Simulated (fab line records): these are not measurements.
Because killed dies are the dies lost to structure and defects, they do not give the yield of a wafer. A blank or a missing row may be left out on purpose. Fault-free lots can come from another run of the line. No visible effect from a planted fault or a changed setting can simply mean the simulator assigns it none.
fab line records	flow n5_finfet
record: lots: 7	wafers: 21	last_day: 15
route steps=1938 shown WELL_APT@36 PASSIVATION@1936
lots untouched by any fault: they come from a run of this same line in which no faults occurred
start_h: the number of hours between the record's first day and the start of the first shown wafer of the lot	wait_h: hours from the lot's prior step to this one	" the same as in the row above	L1.1+2: one row covering several wafers at once	- no value, or no start given	* or withheld: withheld	< > ~ a bound
route shown NAME@n: a module of which the file shows steps, and the number in the route of the first	usual: average and standard deviation across the fault-free wafers	same: alike in all rows	chamber/n: place in a boat	sites: each site's reading	_std_site: standard deviation across them	_edge_site: the outer-site mean with the inner-site mean subtracted	radius_mm: for every site, how far away it sits from the centre of the wafer	mask NAME#n: copy n	behind: tool/chamber where the wafer was last shaped	hold: what put the lot on hold/how long, in hours/how the hold closed	device: transistor that didn't switch, given as n, p or np	end of line: the tests these same wafers got at the end of their route	step lacking rows: just its recipe	killed: dies lost to structure and defects at the first sort, not the wafer's yield	map: shows each die of a wafer: x if killed, . if not, _ if none is there
set.NAME: the setting that was run; set.NAME@STEP: the one run at that earlier step	model.NAME: the simulator's own value behind a step, which no gauge read
lots seen at some steps along the route; tables by step, rows by wafer
services: from which hour (start_h, from the record's first day; less than 0 if before it) a tool's chamber was out of use, for how many hours, and why
== steps ==
step: N5_WELL_APT_COAT_19
recipe: spin_rpm: 1357	resist_thk_nm: 950
step: N5_WELL_APT_EBR_21
recipe: solvent: PGMEA	ebr_width_mm: 1.5
step: N5_WELL_APT_SOFTBAKE_20
recipe: temp_c: 130	time_s: 60
step: N5_WELL_APT_EXPOSE_22
recipe: mask_id: PWELL	na: 0.8	source_shape: conventional	sigma_outer: 0.8	polarization: unpolarized	defocus_nm: 0	target_cd_nm: 200	dose_mj: 23.2
step: N5_WELL_APT_PEB_23
recipe: peb_temp_c: 130	peb_time_s: 90
step: N5_WELL_APT_DEVELOP_24
recipe: develop_time_s: 45	rinse_liquid: surfactant_rinse	dry: air_spin	dev_temp_c: 21
step: N5_WELL_APT_HARDBAKE_29
recipe: temp_c: 130	time_s: 120
step: N5_WELL_APT_CD_MEAS_25
recipe: target_cd_nm: 200	landing_energy_ev: 500	detector: se_inlens
usual: cd_nm: 199.5/2.3
lot.wafer	tool	chamber	start_h	wait_h	cd_nm
L561.2	cd_sem-02	0	20.82	-	199.4
L561.3	"	0	"	"	196.7
L561.5	"	0	"	"	198.5
L564.1	cd_sem-02	0	39.44	-	201.6
L564.3	"	0	"	"	202.3
L564.6	"	0	"	"	198.4
L566.3	cd_sem-02	0	50.85	-	195.3
L566.4	"	0	"	"	196.4
L566.6	"	0	"	"	197.8
L571.4	cd_sem-03	0	80.83	-	201.6
L571.5	"	0	"	"	200.3
L571.6	"	0	"	"	199.8
L573.1	cd_sem-03	0	92.92	-	198.9
L573.5	"	0	"	"	201.2
L573.6	"	0	"	"	199.2
L574.1	cd_sem-03	0	100.17	-	199.6
L574.2	"	0	"	"	199.1
L574.6	"	0	"	"	197.7
L575.1	cd_sem-02	0	105.17	-	197.8
L575.3	"	0	"	"	199.9
L575.6	"	0	"	"	199.9
step: N5_WELL_APT_OVL_MEAS_26
recipe: points_per_wafer: 44
usual: PWELL_OVL: -3/4.8
lot.wafer	tool	chamber	start_h	wait_h	PWELL_OVL[nm]
L561.2	overlay-01	0	20.85	0.0	-4
L561.3	"	0	"	"	-8
L561.5	"	0	"	"	-7
L564.1	overlay-01	0	39.47	0.0	-6
L564.3	"	0	"	"	-2
L564.6	"	0	"	"	3
L566.3	overlay-01	0	50.88	0.0	3
L566.4	"	0	"	"	-6
L566.6	"	0	"	"	-4
L571.4	overlay-01	0	80.86	0.0	8
L571.5	"	0	"	"	-2
L571.6	"	0	"	"	3
L573.1	overlay-02	0	92.96	0.0	-16
L573.5	"	0	"	"	-12
L573.6	"	0	"	"	-3
L574.1	overlay-02	0	100.20	0.0	1
L574.2	"	0	"	"	-2
L574.6	"	0	"	"	1
L575.1	overlay-02	0	105.20	0.0	-8
L575.3	"	0	"	"	-8
L575.6	"	0	"	"	1
step: N5_WELL_APT_INSPECT_27
recipe: mode: adi	inspect_instrument: macro
usual: raw_defect_count: 2.3/1.3
lot.wafer	tool	chamber	start_h	wait_h	raw_defect_count
L561.2	defect_inspect-01	-	20.87	0.0	3
L561.3	"	-	"	"	2
L561.5	"	-	"	"	3
L564.1	defect_inspect-02	-	39.49	0.0	4
L564.3	"	-	"	"	5
L564.6	"	-	"	"	1
L566.3	defect_inspect-01	-	50.90	0.0	2
L566.4	"	-	"	"	1
L566.6	"	-	"	"	3
L571.4	defect_inspect-01	-	80.88	0.0	5
L571.5	"	-	"	"	1
L571.6	"	-	"	"	3
L573.1	defect_inspect-01	-	92.98	0.0	2
L573.5	"	-	"	"	1
L573.6	"	-	"	"	5
L574.1	defect_inspect-01	-	100.22	0.0	4
L574.2	"	-	"	"	4
L574.6	"	-	"	"	5
L575.1	defect_inspect-01	-	105.23	0.0	2
L575.3	"	-	"	"	2
L575.6	"	-	"	"	3
step: N5_WELL_APT_DESCUM_30
recipe: chemistry: O2	time_s: 7.9	source_power_w: 50	bias_power_w: 20	pressure_mtorr: 20	rf_frequency_hz: 2.712e+07	temp_c: 40	o2_flow_sccm: 225
usual: drypump_motor_current_A: 5.4/0.42	oes_product_au: 0.80/0.078	rf_fwd_power_W: 49.62/0.18	rf_vpp_V: 243.5/1.4	showerhead_plenum_p_Torr: 2.12/0.084	throttle_valve_pct: 20.44/0.26
lot.wafer	tool	chamber	start_h	wait_h	drypump_motor_current_A	oes_product_au	rf_fwd_power_W	rf_hours_counter_h	rf_vpp_V	showerhead_plenum_p_Torr	throttle_valve_pct
L561.2	rie_diel-01	3	20.91	0.0	5.7	0.85	49.58	57	243.9	2.13	20.66
L561.3	"	2	"	"	5.2	0.90	49.34	24	243.8	2.11	19.81
L561.5	"	1	"	"	5.7	0.67	49.72	-	240.9	1.98	21.02
L564.1	rie_diel-02	1	39.53	0.0	5.0	0.84	49.73	54	245.0	2.24	20.48
L564.3	"	0	"	"	4.9	0.80	49.59	110	243.7	2.11	20.31
L564.6	"	3	"	"	5.2	0.80	49.36	-	242.7	2.13	20.49
L566.3	rie_diel-05	3	50.94	0.0	5.1	0.91	49.38	33	243.2	2.15	20.53
L566.4	"	2	"	"	5.2	0.71	49.60	204	245.1	2.17	20.39
L566.6	"	3	"	"	5.1	0.91	49.58	-	244.0	2.15	20.53
L571.4	rie_diel-02	1	80.92	0.0	5.0	0.83	49.79	67	243.8	2.23	20.49
L571.5	"	0	"	"	4.9	0.81	49.40	-	242.0	2.10	20.33
L571.6	"	3	"	"	5.2	0.78	49.55	-	242.4	2.12	20.51
L573.1	rie_diel-02	0	93.01	0.0	4.9	0.80	49.45	127	244.5	2.10	20.33
L573.5	"	2	"	"	6.3	0.89	49.79	-	245.1	2.20	20.16
L573.6	"	1	"	"	4.9	0.82	49.85	-	243.7	2.23	20.50
L574.1	rie_diel-01	2	100.88	0.7	5.2	0.85	49.36	54	243.9	2.10	19.88
L574.2	"	0	"	"	6.0	0.71	49.43	215	241.7	1.96	20.57
L574.6	"	3	"	"	5.7	0.80	49.84	-	243.9	2.12	20.70
L575.1	rie_diel-05	1	105.26	0.0	5.6	0.79	49.49	109	245.5	2.24	20.18
L575.3	"	0	"	"	5.4	0.95	49.66	26	243.5	2.04	20.42
L575.6	"	1	"	"	5.6	0.79	49.50	-	243.5	2.24	20.18
step: N5_WELL_APT_IMPLANT_31
recipe: species: B	energy_kev: 60	dose_cm2: 1.5e+13	tilt_deg: 0	rotation_deg: 0
step: N5_WELL_APT_IMPLANT_32
recipe: species: BF2	energy_kev: 50	dose_cm2: 2e+13	tilt_deg: 0	rotation_deg: 0
usual: beam_energy_keV: 50.000/0.013
lot.wafer	tool	chamber	start_h	wait_h	beam_energy_keV	model.implant.rp_nm	model.implant.drp_nm
L561.2	implanter-01	0	21.22	0.1	50.001	37.07	18.55
L561.3	"	0	"	"	50.009	37.07	18.55
L561.5	"	0	"	"	49.980	37.07	18.55
L564.1	implanter-01	0	39.80	0.1	50.007	37.46	18.55
L564.3	"	0	"	"	50.004	37.46	18.55
L564.6	"	0	"	"	49.998	37.46	18.55
L566.3	implanter-01	0	51.27	0.1	50.034	38.44	18.55
L566.4	"	0	"	"	50.000	38.44	18.55
L566.6	"	0	"	"	50.019	38.44	18.55
L571.4	implanter-02	0	81.29	0.1	50.011	38.46	18.55
L571.5	"	0	"	"	50.013	38.46	18.55
L571.6	"	0	"	"	49.994	38.46	18.55
L573.1	implanter-02	0	93.29	0.1	69.754	52.09	23.72
L573.5	"	0	"	"	69.752	52.09	23.72
L573.6	"	0	"	"	69.748	52.09	23.72
L574.1	implanter-02	0	101.16	0.1	69.799	50.85	23.72
L574.2	"	0	"	"	69.779	50.85	23.72
L574.6	"	0	"	"	69.759	50.85	23.72
L575.1	implanter-02	0	105.54	0.1	69.739	51.57	23.72
L575.3	"	0	"	"	69.748	51.57	23.72
L575.6	"	0	"	"	69.737	51.57	23.72
step: N5_WELL_APT_STRIP_33
recipe: chemistry: SPM	time_s: 900	temp_c: 130	h2so4_h2o2_vol_ratio: 4	dry: ipa_marangoni
step: N5_PASSIVATION_PROBE_49
usual: killed_at_M0_to_M3: 34/10	killed_at_M4_up: 13/5.4	killed_at_contacts: 13/6	killed_at_front_end: 42/13	killed_at_other: 4/3.2	killed_dies: 107/18	killed_open: 69/14	killed_short: 35/7.7
same: gross_dies: 1180	killed_at_back_side: 0
lot.wafer	tool	chamber	start_h	wait_h	killed_at_M0_to_M3	killed_at_M4_up	killed_at_contacts	killed_at_front_end	killed_at_other	killed_dies	killed_open	killed_short
L561.2	prober-02	-	266.89	0.1	24	26	30	35	2	117	81	32
L561.3	prober-02	-	266.94	0.1	26	14	25	37	0	102	71	29
L561.5	prober-02	-	267.04	0.2	30	20	16	63	7	136	79	45
L564.1	prober-02	-	294.46	0.0	27	9	9	63	1	109	64	36
L564.3	prober-02	-	294.56	0.1	16	6	10	34	6	72	47	19
L564.6	prober-02	-	294.71	0.3	20	11	11	68	4	114	68	39
L566.3	prober-01	-	304.97	0.1	37	8	9	33	3	90	58	26
L566.4	prober-01	-	305.02	0.2	28	11	17	38	1	95	66	28
L566.6	prober-01	-	305.12	0.3	25	14	11	42	2	94	60	30
L571.4	prober-02	-	342.09	0.2	37	22	15	34	3	111	73	36
L571.5	prober-02	-	342.14	0.2	35	8	11	29	3	86	55	31
L571.6	prober-02	-	342.19	0.3	34	14	16	31	17	112	59	43
L575.1	prober-02	-	357.07	0.0	30	24	12	27	7	100	64	34
L575.3	prober-02	-	357.17	0.1	31	29	6	40	4	110	83	24
L575.6	prober-02	-	357.32	0.3	28	18	7	58	7	118	67	37
L573.1	prober-01	-	357.41	0.0	37	7	6	50	4	104	65	38
L573.5	prober-01	-	357.61	0.2	49	8	10	35	4	106	71	34
L573.6	prober-01	-	357.66	0.3	48	11	12	56	4	131	73	43
L574.1	prober-02	-	361.26	0.0	40	9	12	60	2	123	80	41
L574.2	prober-02	-	361.31	0.1	44	14	9	62	5	134	89	43
L574.6	prober-02	-	361.51	0.3	30	29	17	62	3	141	100	40
killed by level:class
L561.2 MOL_CONTACT_COAG:geometric_particle:open=25 BEOL_M4:geometric_particle:open=10 FIN_SAQP:geometric_particle:open=9 BEOL_M0_SAQP:geometric_particle:open=9 STI_FIN_REVEAL:geometric_particle:open=7 BEOL_M0_SAQP:geometric_particle:short=7 MOL_CONTACT_COAG:geometric_particle:short=4 STARTING-WAFER:geometric_particle:open=4
L561.3 MOL_CONTACT_COAG:geometric_particle:open=20 STI_FIN_REVEAL:geometric_particle:open=11 BEOL_M0_SAQP:geometric_particle:open=9 BEOL_M0_SAQP:geometric_particle:short=8 FIN_SAQP:geometric_particle:open=5 GATE_CUT:geometric_particle:short=5 GATE_CUT:geometric_particle:open=5 MOL_CONTACT_COAG:geometric_particle:short=4
L561.5 STI_FIN_REVEAL:geometric_particle:open=20 FIN_SAQP:geometric_particle:short=14 MOL_CONTACT_COAG:geometric_particle:open=14 FIN_SAQP:geometric_particle:open=11 BEOL_M0_SAQP:geometric_particle:short=11 BEOL_M4:geometric_particle:open=10 BEOL_M0_SAQP:geometric_particle:open=7 PASSIVATION:area_etch=6
L564.1 FIN_SAQP:geometric_particle:open=26 FIN_SAQP:geometric_particle:short=10 MOL_CONTACT_COAG:geometric_particle:open=6 BEOL_M1:geometric_particle:open=6 BEOL_M2:geometric_particle:open=6 BEOL_M3:geometric_particle:open=6 GATE_CUT:geometric_particle:short=5 STI_FIN_REVEAL:geometric_particle:short=4
L564.3 FIN_SAQP:geometric_particle:short=10 FIN_SAQP:geometric_particle:open=9 MOL_CONTACT_COAG:geometric_particle:open=7 BEOL_M1:geometric_particle:open=7 DUMMY_GATE:geometric_particle:open=4 PASSIVATION:area_etch=4 STI_FIN_REVEAL:geometric_particle:open=3 BEOL_M2:geometric_particle:open=3
L564.6 FIN_SAQP:geometric_particle:open=21 FIN_SAQP:geometric_particle:short=14 MOL_CONTACT_COAG:geometric_particle:open=8 BEOL_M1:geometric_particle:open=8 STI_FIN_REVEAL:geometric_particle:open=6 GATE_CUT:geometric_particle:short=6 BEOL_M2:geometric_particle:open=5 FIN_CUT:area_etch=5
L566.3 STI_FIN_REVEAL:geometric_particle:open=8 BEOL_M3:geometric_particle:open=8 BEOL_M0_SAQP:geometric_particle:short=8 BEOL_M2:geometric_particle:open=8 MOL_CONTACT_COAG:geometric_particle:open=6 FIN_SAQP:geometric_particle:open=5 BEOL_M1:geometric_particle:open=5 FIN_CUT:area_etch=5
L566.4 MOL_CONTACT_COAG:geometric_particle:open=16 FIN_SAQP:geometric_particle:short=11 BEOL_M1:geometric_particle:open=10 FIN_SAQP:geometric_particle:open=8 BEOL_M4:geometric_particle:open=7 BEOL_M0_SAQP:geometric_particle:open=6 STI_FIN_REVEAL:geometric_particle:open=4 DUMMY_GATE:geometric_particle:open=4
L566.6 FIN_SAQP:geometric_particle:short=12 STI_FIN_REVEAL:geometric_particle:open=10 MOL_CONTACT_COAG:geometric_particle:open=9 BEOL_M2:geometric_particle:open=9 FIN_SAQP:geometric_particle:open=8 DUMMY_GATE:geometric_particle:open=4 BEOL_M0_SAQP:geometric_particle:short=4 BEOL_M1:geometric_particle:open=4
L571.4 BEOL_M4:geometric_particle:open=16 MOL_CONTACT_COAG:geometric_particle:open=13 BEOL_M0_SAQP:geometric_particle:short=11 BEOL_M0_SAQP:geometric_particle:open=10 STI_FIN_REVEAL:geometric_particle:open=8 BEOL_M2:geometric_particle:open=7 GATE_CUT:geometric_particle:short=5 BEOL_M4:geometric_particle:short=5
L571.5 BEOL_M1:geometric_particle:open=9 BEOL_M0_SAQP:geometric_particle:open=7 MOL_CONTACT_COAG:geometric_particle:open=6 BEOL_M0_SAQP:geometric_particle:short=6 GATE_CUT:geometric_particle:open=5 MOL_CONTACT_COAG:geometric_particle:short=5 BEOL_M2:geometric_particle:open=5 FIN_SAQP:geometric_particle:short=4
L571.6 BEOL_M0_SAQP:geometric_particle:open=12 MOL_CONTACT_COAG:geometric_particle:open=10 HKMG_FIN:area_etch=9 BEOL_M0_SAQP:geometric_particle:short=8 MIM_BOT:geometric_particle:short=8 BEOL_M4:geometric_particle:open=7 MOL_CONTACT_COAG:geometric_particle:short=6 MIM_BOT:geometric_particle:open=6
L575.1 BEOL_M3:geometric_particle:open=10 BEOL_M4:geometric_particle:open=9 MOL_CONTACT_COAG:geometric_particle:open=9 STI_FIN_REVEAL:geometric_particle:open=6 ILD0:geometric_particle:open=4 BEOL_M0_SAQP:geometric_particle:open=4 BEOL_M0:geometric_particle:open=4 BEOL_M0:geometric_particle:short=4
L575.3 BEOL_M4:geometric_particle:open=11 FIN_SAQP:geometric_particle:open=10 DUMMY_GATE:geometric_particle:open=9 BEOL_M1:geometric_particle:open=9 BEOL_M0_SAQP:geometric_particle:open=7 STI_FIN_REVEAL:geometric_particle:open=5 BEOL_M3:geometric_particle:open=5 DUMMY_GATE:geometric_particle:short=4
L575.6 FIN_CUT:area_etch=12 STI_FIN_REVEAL:geometric_particle:open=11 DUMMY_GATE:geometric_particle:open=11 BEOL_M2:geometric_particle:open=9 DUMMY_GATE:geometric_particle:short=7 BEOL_M4:geometric_particle:open=7 BEOL_M0_SAQP:geometric_particle:short=5 FIN_SAQP:geometric_particle:open=4
L573.1 STI_FIN_REVEAL:geometric_particle:open=13 BEOL_M1:geometric_particle:open=12 FIN_SAQP:geometric_particle:short=10 STI_FIN_REVEAL:geometric_particle:short=7 BEOL_M0_SAQP:geometric_particle:open=7 BEOL_M0_SAQP:geometric_particle:short=7 MOL_CONTACT_COAG:geometric_particle:open=6 FIN_SAQP:geometric_particle:open=5
L573.5 BEOL_M0:geometric_particle:open=10 BEOL_M0_SAQP:geometric_particle:open=9 STI_FIN_REVEAL:geometric_particle:open=8 DUMMY_GATE:geometric_particle:open=8 BEOL_M0_SAQP:geometric_particle:short=7 MOL_CONTACT_COAG:geometric_particle:open=7 BEOL_M1:geometric_particle:open=7 BEOL_M2:geometric_particle:open=6
L573.6 BEOL_M2:geometric_particle:open=12 MOL_CONTACT_COAG:geometric_particle:open=10 HKMG_FIN:area_etch=10 FIN_SAQP:geometric_particle:short=9 BEOL_M0_SAQP:geometric_particle:open=9 STI_FIN_REVEAL:geometric_particle:open=8 BEOL_M0_SAQP:geometric_particle:short=5 BEOL_M1:geometric_particle:open=5
L574.1 STI_FIN_REVEAL:geometric_particle:open=16 MOL_CONTACT_COAG:geometric_particle:open=9 FIN_SAQP:geometric_particle:short=8 BEOL_M1:geometric_particle:open=8 ILD0:geometric_particle:short=8 BEOL_M0:geometric_particle:open=7 FIN_SAQP:geometric_particle:open=5 BEOL_M3:geometric_particle:open=5
L574.2 STI_FIN_REVEAL:geometric_particle:open=18 FIN_SAQP:geometric_particle:open=12 FIN_SAQP:geometric_particle:short=11 BEOL_M1:geometric_particle:open=10 BEOL_M3:geometric_particle:open=8 MOL_CONTACT_COAG:geometric_particle:open=7 DUMMY_GATE:geometric_particle:open=6 BEOL_M0_SAQP:geometric_particle:open=6
L574.6 STI_FIN_REVEAL:geometric_particle:open=27 BEOL_M4:geometric_particle:open=17 MOL_CONTACT_COAG:geometric_particle:open=16 BEOL_M1:geometric_particle:open=9 BEOL_M4:geometric_particle:short=6 FIN_SAQP:geometric_particle:open=4 STI_FIN_REVEAL:geometric_particle:short=4 SPACER0:geometric_particle:open=4
== services ==
tool	chamber	start_h	hours	kind
implanter-02	-	20.43	3.4	pm
implanter-02	-	53.55	4.0	repair
rie_diel-05	0	53.76	11.6	repair
implanter-01	-	59.65	1.6	pm
rie_diel-01	1	76.89	-	clean
rie_diel-01	1	76.89	-	consumable_replace:focus_ring
rie_diel-01	1	76.89	-	consumable_replace:showerhead
rie_diel-01	1	76.89	15.8	scheduled_down
rie_diel-01	1	76.89	15.8	vent_cycle
implanter-01	-	77.09	31.6	repair
implanter-02	-	97.80	1.3	repair
== key ==
first_sign: step: N5_WELL_APT_IMPLANT_32	reading: beam_energy_keV	direction: up	sigmas: 99+	usual: 50.000	struck: 69.757
effect none on later readings
model_effect: step: N5_WELL_APT_IMPLANT_32	value: implant.rp_nm	without: 37.01	struck: 51.51
met_at N5_WELL_APT_IMPLANT_32
struck_wafers L573.1,L573.5,L573.6,L574.1,L574.2,L574.6,L575.1,L575.3,L575.6
tester_left_out L573,L574,L575
baseline_loss: step: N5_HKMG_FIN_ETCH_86	wafers: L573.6
baseline_loss: step: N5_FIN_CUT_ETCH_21	wafers: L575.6
onset_between 81.29 93.29
fault: kind: process_parameter_drift	tool: implanter-02	chamber: -	onset_h: 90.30	steps: N5_WELL_APT_IMPLANT_32	channel: energy_kev	offset: 19.758	shape: step	end_h: 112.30	acts_in: these_recipes_only	stated: 50
tester_left_out: of these lots the tester's yield and bins aren't shown, on N5 and GAA mostly nor the transistor test; their killed dies are dies lost to structure and defects alone, not to doping, threshold or leakage, so they don't give the yield
baseline_loss: these wafers lose ten dies or more at that step, a loss of the line's own and not of a fault; the sort's usual values leave them out
